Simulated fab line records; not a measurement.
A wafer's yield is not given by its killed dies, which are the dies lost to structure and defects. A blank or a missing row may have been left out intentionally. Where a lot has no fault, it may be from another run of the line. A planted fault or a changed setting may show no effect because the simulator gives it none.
Split-lot study    flow n5_finfet    21 wafers read from 7 lots, route of 1938 steps

== SPLIT DETAILS ==
At N5_BEOL_M4_ETCH_64 (etches SOC in N2/H2, target depth 75 nm, overetch 22.5 nm, time 121.9 s), the setting bias_w was moved away from the recipe's 150 W on 7 of the 21 wafers read, by -17.9% to +11.3%. The other wafers ran this setting at the recipe's value.

The reading is taken at the split's own step.

== THE READING ==
rf_vpp_V, in V, at N5_BEOL_M4_ETCH_64 (etches SOC in N2/H2, target depth 75 nm, overetch 22.5 nm, time 121.9 s). Typical for fault-free wafers on this fab line: 524.1 V, with standard deviation 2.5 V.

wafer   tool, chamber at the split  bias_w as run, W  against the recipe  rf_vpp_V, V  against lot-mates on the recipe
L075.3  rie_diel-03, 0              123.2             -17.9%              463.3        -56.6
L075.5  rie_diel-03, 2              150               recipe              519.9        -
L075.6  rie_diel-03, 1              123.2             -17.9%              462.5        -57.4
L077.1  rie_diel-03, 3              150               recipe              529.8        -
L077.2  rie_diel-03, 2              150               recipe              520.5        -
L077.6  rie_diel-03, 2              167               +11.3%              557.5        +32.4
L083.1  rie_diel-02, 3              150               recipe              520.6        -
L083.3  rie_diel-02, 0              150               recipe              525.3        -
L083.6  rie_diel-02, 3              150               recipe              521.0        -
L080.1  rie_diel-04, 3              150               recipe              526.0        -
L080.3  rie_diel-04, 2              150               recipe              527.6        -
L080.6  rie_diel-04, 1              150               recipe              523.8        -
L091.2  rie_diel-03, 0              162.2             +8.1%               550.7        +28.5
L091.5  rie_diel-03, 0              150               recipe              524.4        -
L091.6  rie_diel-03, 2              150               recipe              520.0        -
L090.3  rie_diel-02, 2              150               recipe              526.7        -
L090.5  rie_diel-02, 3              150               recipe              521.7        -
L090.6  rie_diel-02, 2              134.5             -10.3%              492.5        -31.7
L095.2  rie_diel-03, 0              143.1             -4.6%               508.5        -12.9
L095.3  rie_diel-03, 1              150               recipe              521.4        -
L095.6  rie_diel-03, 2              143.1             -4.6%               505.7        -15.7

FIT RESULTS
A straight line over all 21 wafers: rf_vpp_V changes by +3.29 V for each +1% of bias_w; r = +0.99; the points scatter about the line by 3 V.
The same after taking each lot's own level away (the mean of its wafers on the recipe; 21 wafers): +3.15 V for each +1%; r = +0.99; scatter 2.4 V.
That fit puts the effect of the largest move of bias_w on the reading at 56 V.
Across the lots, their own levels run from 519.90 to 525.80 V, a range of 2.4 times the standard deviation given above.
The two slopes are in agreement: the lot-to-lot level therefore moves the slope only a little.
Check: -56.2 V against its lot-mates is what the line predicts for one of the wafers moved furthest among these (-17.9%) when that wafer is left out of the fit. Against them it came out at -56.6 V.
Tool readings at the split's step, against how far the setting was moved: rf_vpp_V r = +0.99.

== FURTHER SPLITS ON THESE WAFERS ==
Other splits were also applied to these wafers ahead of the reading. Each is held against what the fit with the lots' levels taken away leaves over:
other split on the same wafers                wafers away from the commonest value  r with rf_vpp_V (lot level and that fit taken away)
N5_SDB_COAT_03 spin_rpm                       10                                    -0.09
N5_SDB_ALD_29 ald_cycles                      5                                     +0.18
N5_HKMG_FIN_ETCH_35 bias_w                    9                                     -0.03
N5_MOL_CONTACT_COAG_CONTACT_ETCH_14 source_w  6                                     -0.13
N5_MOL_CONTACT_COAG_ALD_131 ald_cycles        7                                     +0.02
N5_MOL_CONTACT_COAG_ETCH_91 source_w          8                                     -0.18
N5_BEOL_M0_ETCH_138 source_w                  4                                     -0.22
N5_BEOL_M0_DEP_125 time_s                     5                                     -0.18
N5_BEOL_M2_TRENCH_ETCH_37 source_w            6                                     +0.27
N5_BEOL_M4_COAT_62 spin_rpm                   4                                     -0.16

== THE WHOLE CHAIN: every reading that the file lists as answering this split, in the file's order ==
step                what it does                                                             reading                                                                           change (the file's fit)                 r (the file's)
N5_BEOL_M4_ETCH_64  etches SOC in N2/H2, target depth 75 nm, overetch 22.5 nm, time 121.9 s  rf_vpp_V                                                                          +3.13 V for each +1% of the setting     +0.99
N5_BEOL_M4_ETCH_64  etches SOC in N2/H2, target depth 75 nm, overetch 22.5 nm, time 121.9 s  SiARC_of_BEOL_M4_COAT_62.thk_nm (the simulator's own value, which no gauge read)  -0.0927 nm for each +1% of the setting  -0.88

== FILE'S OWN FIT ==
rf_vpp_V changes by +3.13 V for each +1% of bias_w, r = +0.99.
